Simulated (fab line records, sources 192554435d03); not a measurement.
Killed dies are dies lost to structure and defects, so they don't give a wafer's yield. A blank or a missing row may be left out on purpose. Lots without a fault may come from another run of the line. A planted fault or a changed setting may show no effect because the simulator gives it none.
fab line records | flow n5_finfet
record lots=10 wafers=30 last_day=17
route steps=1938 shown MOL_CONTACT_COAG@573 PASSIVATION@1936
lots that met no fault: from a run of the same line without faults
start_h: hours from the record's first day to the start of the lot's first wafer shown | wait_h: hours since the lot's step before | " the same as in the row above | L1.1+2: a row that stands for several wafers | - no value, or no start given | * or withheld: withheld | < > ~ a bound
route shown NAME@n: a module of which the file shows steps, and the number in the route of the first | usual: mean/standard deviation of fault-free wafers | same: alike in all rows | chamber/n: place in a boat | sites: the reading at each site | _std_site: their standard deviation | _edge_site: outer sites' mean less inner sites' | radius_mm: how far each site lies from the wafer's centre | mask NAME#n: copy n | behind: the tool/chamber that last shaped the wafer | hold: why the lot was held/for how many hours/how that ended | device: the transistor (n, p or np) that didn't switch | end of line: the same wafers' tests at the end of the route | a step without rows: its recipe alone | killed: dies lost to structure and defects at the first sort, not the wafer's yield | map: a wafer's dies, x killed, . not, _ none there
set.NAME: the setting as run; set.NAME@STEP: as run at that earlier step | model.NAME: the simulator's own value behind a step, which no gauge read
steps of the route over a sample of lots; a table a step, a row a wafer
services: from which hour (start_h, from the record's first day; less than 0 if before it) a tool's chamber was out of use, for how many hours, and why
## steps
# step N5_MOL_CONTACT_COAG_CD_MEAS_84
# recipe target_cd_nm=25.1 landing_energy_ev=500 detector=se_inlens polarity=opening
# usual cd_nm=25.10/0.25
# columns lot.wafer tool chamber start_h wait_h cd_nm
L446.2 cd_sem-02 0 108.16 - 25.07
L446.3 " 0 " " 25.09
L446.6 " 0 " " 24.96
L448.1 cd_sem-02 0 125.95 - 25.14
L448.3 " 0 " " 25.21
L448.5 " 0 " " 24.95
L455.2 cd_sem-03 0 170.28 - 25.02
L455.3 " 0 " " 25.01
L455.4 " 0 " " 25.15
L456.2 cd_sem-03 0 174.91 - 25.66
L456.3 " 0 " " 25.82
L456.5 " 0 " " 25.49
L458.1 cd_sem-01 0 184.66 - 24.98
L458.3 " 0 " " 25.59
L458.4 " 0 " " 24.98
L459.3 cd_sem-02 0 187.73 - 25.23
L459.5 " 0 " " 25.16
L459.6 " 0 " " 25.26
L463.3 cd_sem-01 0 223.01 - 25.30
L463.4 " 0 " " 25.17
L463.6 " 0 " " 25.22
L465.1 cd_sem-02 0 226.22 - 25.24
L465.2 " 0 " " 24.86
L465.4 " 0 " " 24.85
L466.2 cd_sem-02 0 233.14 - 24.95
L466.4 " 0 " " 24.76
L466.5 " 0 " " 24.98
L467.1 cd_sem-03 0 236.34 - 25.46
L467.2 " 0 " " 25.08
L467.5 " 0 " " 25.01
# step N5_MOL_CONTACT_COAG_ETCH_91
# recipe chemistry=N2/H2 target=SOC target_depth_a=600 overetch_a=210 mask_material=SiARC temp_c=40 time_s=101.2 ion_energy_ev=200 pressure_mtorr=30 source_w=840 bias_w=150 n2_flow_sccm=200 h2_flow_sccm=200
# usual bias_w=150.1/0.45 drypump_motor_current_A=5.6/0.54 oes_product_au=0.69/0.072 rf_vpp_V=524.3/2.1 showerhead_plenum_p_Torr=2.56/0.071 throttle_valve_pct=17.76/0.25
# columns lot.wafer tool chamber start_h wait_h bias_w drypump_motor_current_A oes_product_au rf_hours_counter_h rf_vpp_V showerhead_plenum_p_Torr throttle_valve_pct
L446.2 rie_diel-02 1 108.69 0.0 150.3 6.7 0.85 0 523.5 2.50 17.61
L446.3 " 2 " " 149.4 4.9 0.68 80 525.2 2.57 18.00
L446.6 " 2 " " 149.7 4.9 0.68 - 524.5 2.58 18.02
L448.1 rie_diel-02 3 126.42 0.0 150.7 5.9 0.77 25 528.1 2.71 17.57
L448.3 " 0 " " 150.1 5.0 0.57 238 520.1 2.40 18.07
L448.5 " 2 " " 150.8 4.9 0.68 - 524.8 2.57 18.03
L455.2 rie_diel-02 3 170.98 0.0 150.5 5.9 0.75 40 527.5 2.70 17.59
L455.3 " 1 " " 149.6 6.7 0.78 23 522.3 2.49 17.65
L455.4 " 2 " " 150.3 5.0 0.66 - 523.4 2.57 18.04
L456.2 rie_diel-02 1 175.55 0.0 150.0 6.7 0.78 26 522.3 2.49 17.66
L456.3 " 3 " " 150.2 5.9 0.74 43 528.4 2.70 17.62
L456.5 " 2 " " 149.8 4.9 0.66 - 524.8 2.56 18.04
L458.1 rie_diel-02 3 185.14 0.0 149.7 5.9 0.74 46 527.7 2.70 17.60
L458.3 " 0 " " 149.6 5.0 0.80 3 528.2 2.71 17.64
L458.4 " 1 " " 150.0 6.7 0.77 28 522.3 2.49 17.67
L459.3 rie_diel-02 3 188.20 0.0 149.7 5.9 0.73 46 528.5 2.70 17.62
L459.5 " 0 " " 150.2 5.0 0.79 - 528.6 2.71 17.64
L459.6 " 1 " " 149.9 6.7 0.77 - 521.4 2.49 17.67
L463.3 rie_diel-04 3 223.48 0.0 150.6 5.5 0.65 127 524.1 2.55 17.87
L463.4 " 2 " " 149.8 5.2 0.73 58 525.5 2.57 17.53
L463.6 " 1 " " 149.4 5.5 0.59 - 523.4 2.52 18.03
L465.1 rie_diel-06 3 227.26 0.0 149.9 5.0 0.59 244 523.1 2.51 18.13
L465.2 " 1 " " 150.2 5.3 0.74 26 525.4 2.60 17.76
L465.4 " 2 " " 150.2 6.1 0.69 61 520.7 2.47 17.78
L466.2 rie_diel-06 1 235.05 0.0 149.8 5.3 0.73 30 526.7 2.59 17.76
L466.4 " 2 " " 150.2 6.1 0.70 65 521.8 2.47 17.79
L466.5 " 0 " " 150.7 5.8 0.59 - 523.1 2.51 17.89
L467.1 rie_diel-06 2 239.16 0.0 150.4 6.1 0.68 67 521.9 2.47 17.79
L467.2 " 3 " " 149.5 5.0 0.59 250 522.7 2.51 18.15
L467.5 " 0 " " 150.3 5.8 0.58 - 522.4 2.51 17.88
# step N5_MOL_CONTACT_COAG_STRIP_119
# recipe chemistry=N2/H2 time_s=30 power_w=1000 temp_c=250 pressure_mtorr=withheld n2_flow_sccm=1750 h2_flow_sccm=3250
# usual drypump_motor_current_A=6.3/0.36 heater_power_w=334/21
# columns lot.wafer tool chamber start_h wait_h drypump_motor_current_A heater_power_w rf_hours_counter_h
L446.2 plasma_asher-01 0 109.02 0.1 5.6 371 41
L446.3 " 1 " " 6.5 346 -
L446.6 " 1 " " 6.5 339 -
L448.1 plasma_asher-01 1 126.74 0.1 6.5 338 45
L448.3 " 1 " " 6.5 337 -
L448.5 " 0 " " 5.6 370 -
L455.2 plasma_asher-01 1 171.29 0.1 6.5 335 51
L455.3 " 0 " " 5.5 363 -
L455.4 " 1 " " 6.5 344 -
L456.2 plasma_asher-01 0 175.86 0.1 5.5 367 52
L456.3 " 1 " " 6.5 330 -
L456.5 " 0 " " 5.5 359 -
L458.1 plasma_asher-02 1 185.45 0.1 6.5 309 117
L458.3 " 1 " " 6.5 317 -
L458.4 " 0 " " 6.4 330 -
L459.3 plasma_asher-01 1 188.53 0.1 6.5 337 -
L459.5 " 1 " " 6.5 342 -
L459.6 " 0 " " 5.6 368 -
L463.3 plasma_asher-02 1 223.81 0.1 6.5 315 -
L463.4 " 0 " " 6.4 323 -
L463.6 " 0 " " 6.4 328 -
L465.1 plasma_asher-01 1 227.57 0.1 6.5 338 61
L465.2 " 0 " " 5.6 369 61
L465.4 " 1 " " 6.5 335 -
L466.2 plasma_asher-02 0 235.36 0.1 6.4 337 128
L466.4 " 0 " " 6.4 323 -
L466.5 " 0 " " 6.4 329 -
L467.1 plasma_asher-01 0 239.47 0.1 5.5 374 63
L467.2 " 1 " " 6.5 335 63
L467.5 " 1 " " 6.5 337 -
# step N5_MOL_CONTACT_COAG_CD_MEAS_137
# recipe target_cd_nm=16
# usual cd_nm=16.03/0.3
# columns lot.wafer tool chamber start_h wait_h cd_nm
L446.2 cd_sem-03 - 109.17 0.0 16.35
L446.3 " - " " 16.48
L446.6 " - " " 16.32
L448.1 cd_sem-02 - 126.89 0.0 15.75
L448.3 " - " " 16.41
L448.5 " - " " 15.98
L455.2 cd_sem-03 - 171.44 0.0 15.91
L455.3 " - " " 15.65
L455.4 " - " " 16.25
L456.2 cd_sem-03 - 176.01 0.0 15.84
L456.3 " - " " 16.84
L456.5 " - " " 16.47
L458.1 cd_sem-02 - 185.59 0.0 15.99
L458.3 " - " " 17.23
L458.4 " - " " 17.21
L459.3 cd_sem-03 - 188.66 0.0 17.05
L459.5 " - " " 15.77
L459.6 " - " " 17.45
L463.3 cd_sem-03 - 223.95 0.0 16.15
L463.4 " - " " 15.92
L463.6 " - " " 15.73
L465.1 cd_sem-01 - 227.72 0.0 15.94
L465.2 " - " " 16.03
L465.4 " - " " 16.16
L466.2 cd_sem-02 - 235.51 0.0 16.26
L466.4 " - " " 16.12
L466.5 " - " " 15.92
L467.1 cd_sem-03 - 239.62 0.0 16.14
L467.2 " - " " 15.92
L467.5 " - " " 16.37
# step N5_MOL_CONTACT_COAG_ETCH_65
# recipe chemistry=N2/H2 target=underlayer target_depth_a=130 mask_material=CAR-EUV time_s=10.4 ion_energy_ev=200 pressure_mtorr=30 source_w=840 bias_w=150 n2_flow_sccm=200 h2_flow_sccm=200 ends=cleared
# usual bias_w=149.9/0.48 drypump_motor_current_A=5.6/0.49 etch_rf_on_time_s=10.33/0.19 oes_product_au=0.69/0.075 rf_vpp_V=524.2/2 showerhead_plenum_p_Torr=2.55/0.063 throttle_valve_pct=17.81/0.26
# columns lot.wafer tool chamber start_h wait_h bias_w drypump_motor_current_A etch_rf_on_time_s oes_product_au rf_hours_counter_h rf_vpp_V showerhead_plenum_p_Torr throttle_valve_pct
L446.2 rie_diel-06 3 109.64 0.0 150.3 5.0 10.60 0.63 198 523.5 2.53 18.10
L446.3 " 0 " " 150.1 5.8 10.27 0.63 179 523.9 2.53 17.82
L446.6 " 2 " " 149.9 6.1 10.57 0.77 - 522.2 2.49 17.74
L448.1 rie_diel-04 2 127.49 0.0 149.3 5.2 10.00 0.81 25 525.8 2.58 17.51
L448.3 " 1 " " 149.8 5.5 10.42 0.62 182 524.6 2.53 18.02
L448.5 " 3 " " 150.3 5.5 10.21 0.69 - 524.9 2.57 17.84
L455.2 rie_diel-06 2 171.97 0.0 149.6 6.1 10.50 0.72 39 522.2 2.48 17.76
L455.3 " 1 " " 150.2 5.3 10.42 0.78 15 526.5 2.60 17.76
L455.4 " 3 " " 150.7 5.0 10.57 0.61 222 522.2 2.52 18.14
L456.2 rie_diel-02 1 176.48 0.0 149.9 6.7 10.34 0.79 26 523.1 2.49 17.72
L456.3 " 0 " " 150.6 5.0 10.51 0.83 0 529.7 2.71 17.69
L456.5 " 0 " " 150.5 5.0 10.47 0.84 - 528.3 2.72 17.69
L458.1 rie_diel-02 3 186.20 0.0 149.8 5.9 10.35 0.76 46 529.5 2.70 17.63
L458.3 " 0 " " 150.2 5.0 10.59 0.80 3 528.3 2.71 17.66
L458.4 " 2 " " 149.6 5.0 10.36 0.68 108 524.7 2.56 18.09
L459.3 rie_diel-04 2 189.13 0.0 150.3 5.2 10.04 0.79 46 525.3 2.57 17.55
L459.5 " 3 " " 149.7 5.5 10.35 0.67 - 525.1 2.56 17.90
L459.6 " 0 " " 149.7 6.3 10.33 0.71 - 525.0 2.58 17.34
L463.3 rie_diel-06 0 224.75 0.0 150.3 5.8 10.18 0.60 222 523.8 2.51 17.91
L463.4 " 0 " " 149.9 5.8 10.14 0.60 - 522.1 2.51 17.91
L463.6 " 3 " " 149.7 5.0 10.52 0.60 - 523.3 2.52 18.16
L465.1 rie_diel-06 3 228.19 0.0 149.7 5.0 10.56 0.60 245 522.9 2.51 18.15
L465.2 " 0 " " 150.2 5.8 10.25 0.60 224 524.3 2.51 17.90
L465.4 " 1 " " 150.1 5.3 10.47 0.76 27 525.7 2.60 17.80
L466.2 rie_diel-04 3 237.40 0.0 150.8 5.5 10.28 0.66 133 523.6 2.55 17.92
L466.4 " 1 " " 149.8 5.5 10.31 0.60 221 522.4 2.51 18.08
L466.5 " 2 " " 149.5 5.1 9.89 0.75 - 523.4 2.57 17.58
L467.1 rie_diel-04 1 240.85 0.0 149.2 5.5 10.45 0.60 222 523.9 2.51 18.10
L467.2 " 2 " " 149.5 5.1 10.02 0.74 65 524.6 2.57 17.59
L467.5 " 2 " " 149.7 5.1 10.00 0.75 - 523.5 2.57 17.59
# step N5_PASSIVATION_PROBE_49
# usual killed_at_M0_to_M3=33/8.9 killed_at_M4_up=15/5.4 killed_at_contacts=13/5.8 killed_at_front_end=39/9.9 killed_at_other=3.2/2.9 killed_dies=102/15 killed_open=68/12 killed_short=34/7.6
# same gross_dies=1180 killed_at_back_side=0
# columns lot.wafer tool chamber start_h wait_h killed_at_M0_to_M3 killed_at_M4_up killed_at_contacts killed_at_front_end killed_at_other killed_dies killed_open killed_short
L459.3 prober-02 - 360.31 0.1 41 12 9 57 0 119 72 46
L459.5 prober-02 - 360.41 0.2 26 22 15 43 0 106 69 37
L459.6 prober-02 - 360.46 0.3 33 8 10 59 0 110 58 52
L463.3 prober-01 - 402.58 0.1 15 12 21 41 4 93 59 33
L463.4 prober-01 - 402.63 0.2 41 12 16 41 5 115 77 37
L463.6 prober-01 - 402.73 0.3 27 11 22 37 4 101 78 21
# killed by level:class
L459.3 FIN_SAQP:geometric_particle:short=13 BEOL_M0_SAQP:geometric_particle:open=13 BEOL_M0_SAQP:geometric_particle:short=11 MOL_CONTACT_COAG:geometric_particle:open=9 STI_FIN_REVEAL:geometric_particle:open=8 GATE_CUT:geometric_particle:short=7 BEOL_M4:geometric_particle:open=7 BEOL_M3:geometric_particle:open=6
L459.5 MOL_CONTACT_COAG:geometric_particle:open=13 FIN_SAQP:geometric_particle:open=8 BEOL_M5:geometric_particle:open=8 FIN_SAQP:geometric_particle:short=7 STI_FIN_REVEAL:geometric_particle:open=7 BEOL_M0_SAQP:geometric_particle:short=7 BEOL_M3:geometric_particle:open=7 GATE_CUT:geometric_particle:short=4
L459.6 FIN_SAQP:geometric_particle:short=21 BEOL_M0_SAQP:geometric_particle:short=12 FIN_SAQP:geometric_particle:open=10 MOL_CONTACT_COAG:geometric_particle:open=9 BEOL_M0_SAQP:geometric_particle:open=8 STARTING-WAFER:geometric_particle:short=6 DUMMY_GATE:geometric_particle:open=5 GATE_CUT:geometric_particle:short=5
L463.3 MOL_CONTACT_COAG:geometric_particle:open=18 FIN_SAQP:geometric_particle:open=13 FIN_SAQP:geometric_particle:short=6 STI_FIN_REVEAL:geometric_particle:open=6 BEOL_M4:geometric_particle:open=6 BEOL_M2:geometric_particle:open=4 BEOL_M4:geometric_particle:short=4 GATE_CUT:geometric_particle:short=3
L463.4 MOL_CONTACT_COAG:geometric_particle:open=15 BEOL_M2:geometric_particle:open=13 BEOL_M0_SAQP:geometric_particle:short=10 FIN_SAQP:geometric_particle:open=8 STI_FIN_REVEAL:geometric_particle:open=8 FIN_SAQP:geometric_particle:short=7 DUMMY_GATE:geometric_particle:open=7 BEOL_M0_SAQP:geometric_particle:open=7
L463.6 MOL_CONTACT_COAG:geometric_particle:open=22 FIN_SAQP:geometric_particle:open=11 BEOL_M4:geometric_particle:open=7 STI_FIN_REVEAL:geometric_particle:open=6 BEOL_M0_SAQP:geometric_particle:open=6 STARTING-WAFER:geometric_particle:open=5 BEOL_M0:geometric_particle:open=4 BEOL_M3:geometric_particle:open=4
## services
# columns tool chamber start_h hours kind
rie_diel-02 1 85.19 - clean
rie_diel-02 1 85.19 - consumable_replace:focus_ring
rie_diel-02 1 85.19 23.3 scheduled_down
rie_diel-02 1 85.19 23.3 vent_cycle
rie_diel-06 1 107.30 - clean
rie_diel-06 1 107.30 - consumable_replace:focus_ring
rie_diel-06 1 107.30 20.1 scheduled_down
rie_diel-06 1 107.30 20.1 vent_cycle
rie_diel-04 1 107.47 3.4 repair
plasma_asher-01 - 142.48 15.6 pm
rie_diel-06 - 153.59 1.2 repair
rie_diel-02 0 162.16 - clean
rie_diel-02 0 162.16 - consumable_replace:focus_ring
rie_diel-02 0 162.16 - consumable_replace:showerhead
rie_diel-02 0 162.16 13.7 scheduled_down
rie_diel-02 0 162.16 13.7 vent_cycle
plasma_asher-02 - 169.97 4.1 repair
rie_diel-06 1 175.24 16.7 repair
rie_diel-02 3 196.56 2.4 repair
rie_diel-02 - 217.41 0.9 repair
rie_diel-02 - 221.67 28.1 pm
plasma_asher-01 - 223.51 2.8 pm
rie_diel-06 3 240.20 - clean
rie_diel-06 3 240.20 - consumable_replace:focus_ring
## key
first_sign step=N5_MOL_CONTACT_COAG_CD_MEAS_137 reading=cd_nm direction=up sigmas=4.1 usual=16.03 struck=17.23
effect none on later readings
met_at N5_MOL_CONTACT_COAG_ETCH_91
struck_lots L458,L459
struck_wafers L458.3,L458.4,L459.3,L459.6
tester_left_out L458,L459
not_acting_at N5_MOL_CONTACT_COAG_CD_MEAS_84,N5_MOL_CONTACT_COAG_STRIP_119,N5_MOL_CONTACT_COAG_ETCH_65
onset_between 175.55 185.14
fault kind=process_parameter_drift tool=rie_diel-02 chamber=- onset_h=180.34 steps=N5_MOL_CONTACT_COAG_ETCH_91 channel=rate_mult offset=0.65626 shape=step end_h=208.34 scope=struck_wafers_only
# tester_left_out: of these lots the tester's yield and bins aren't shown, on N5 and GAA mostly nor the transistor test; their killed dies are dies lost to structure and defects alone, not to doping, threshold or leakage, so they don't give the yield
